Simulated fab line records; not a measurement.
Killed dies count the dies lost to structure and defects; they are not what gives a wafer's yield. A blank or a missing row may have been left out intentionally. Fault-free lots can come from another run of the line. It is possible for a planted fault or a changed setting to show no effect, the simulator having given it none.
Matching of chambers + flow nand harc + NHARC_P_M2_CMP_23 on cmp-04 has 4 sister chambers
The step polishes, t overpolish 20 s, target thk 144.3 nm. 20 wafers are shown with their chamber, then 10 later ones without.

WAFERS WITH THEIR CHAMBER
| wafer  | chamber | motor current A (A) | time to endpoint s (s) |
|--------|---------|---------------------|------------------------|
| L075.2 | 1       | 11.5                | 31.9                   |
| L075.3 | 3       | 12.8                | 31.9                   |
| L075.5 | 1       | 11.9                | 33.4                   |
| L077.2 | 1       | 11.9                | 31.1                   |
| L077.3 | 3       | 12.9                | 31.1                   |
| L077.5 | 1       | 12.1                | 30.7                   |
| L079.3 | 3       | 12.7                | 27.1                   |
| L079.4 | 1       | 11.4                | 28.3                   |
| L079.5 | 2       | 10.4                | 26.6                   |
| L083.1 | 3       | 12.6                | 29.4                   |
| L083.2 | 2       | 10.9                | 26.6                   |
| L083.3 | 0       | 12.5                | 30.0                   |
| L084.3 | 1       | 11.5                | 29.5                   |
| L084.4 | 2       | 10.3                | 26.5                   |
| L084.5 | 1       | 11.6                | 28.9                   |
| L086.1 | 1       | 11.8                | 27.3                   |
| L086.3 | 2       | 11.0                | 27.9                   |
| L086.4 | 3       | 12.0                | 29.0                   |
| L092.2 | 0       | 11.9                | 29.7                   |
| L092.3 | 1       | 11.8                | 30.1                   |

SIGNATURES (means of the wafers above)
| reading            | chamber 0 | chamber 1 | chamber 2 | chamber 3 | scatter within a chamber |
|--------------------|-----------|-----------|-----------|-----------|--------------------------|
| motor current A    | 12.200    | 11.722    | 10.650    | 12.600    | 0.305                    |
| time to endpoint s | 29.850    | 30.133    | 26.900    | 29.700    | 1.66                     |
Rule: a wafer's distance from a chamber is the root of the sum, over the readings, of the square of ((its reading less the chamber's mean) divided by the reading's scatter). If the next closest chamber is less than 2 further off than the closest, the wafer can't be placed; otherwise it belongs to the closest. How the scatter is found: for the shown wafers, subtract from each reading the mean of its chamber, square and add these, divide the total by (wafers less chambers), then take the root.

WAFERS WITH NO CHAMBER GIVEN
| wafer  | motor current A (A) | time to endpoint s (s) |
|--------|---------------------|------------------------|
| L092.6 | 11.8                | 31.6                   |
| L093.2 | 10.6                | 25.3                   |
| L093.3 | 12.3                | 28.7                   |
| L093.5 | 10.9                | 28.3                   |
| L095.1 | 12.3                | 30.6                   |
| L095.2 | 10.5                | 30.0                   |
| L095.4 | 11.8                | 27.3                   |
| L096.3 | 11.1                | 22.7                   |
| L096.5 | 10.5                | 24.9                   |
| L096.6 | 12.3                | 29.2                   |

WHICH CHAMBER EACH WENT THROUGH
| wafer  | from the rows above          | in truth |
|--------|------------------------------|----------|
| L092.6 | can't be placed: 1 or 0 or 3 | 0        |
| L093.2 | 2                            | 2        |
| L093.3 | can't be placed: 0 or 3 or 1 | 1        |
| L093.5 | can't be placed: 2 or 1      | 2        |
| L095.1 | can't be placed: 0 or 3 or 1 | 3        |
| L095.2 | 2                            | 2        |
| L095.4 | can't be placed: 1 or 0 or 3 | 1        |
| L096.3 | can't be placed: 2 or 1      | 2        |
| L096.5 | 2                            | 2        |
| L096.6 | can't be placed: 0 or 3 or 1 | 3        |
Correctly placed: 3 of 10. Cannot be placed on the basis of these rows: 7; the candidates contain the true chamber in 7. Placed wrongly: 0.
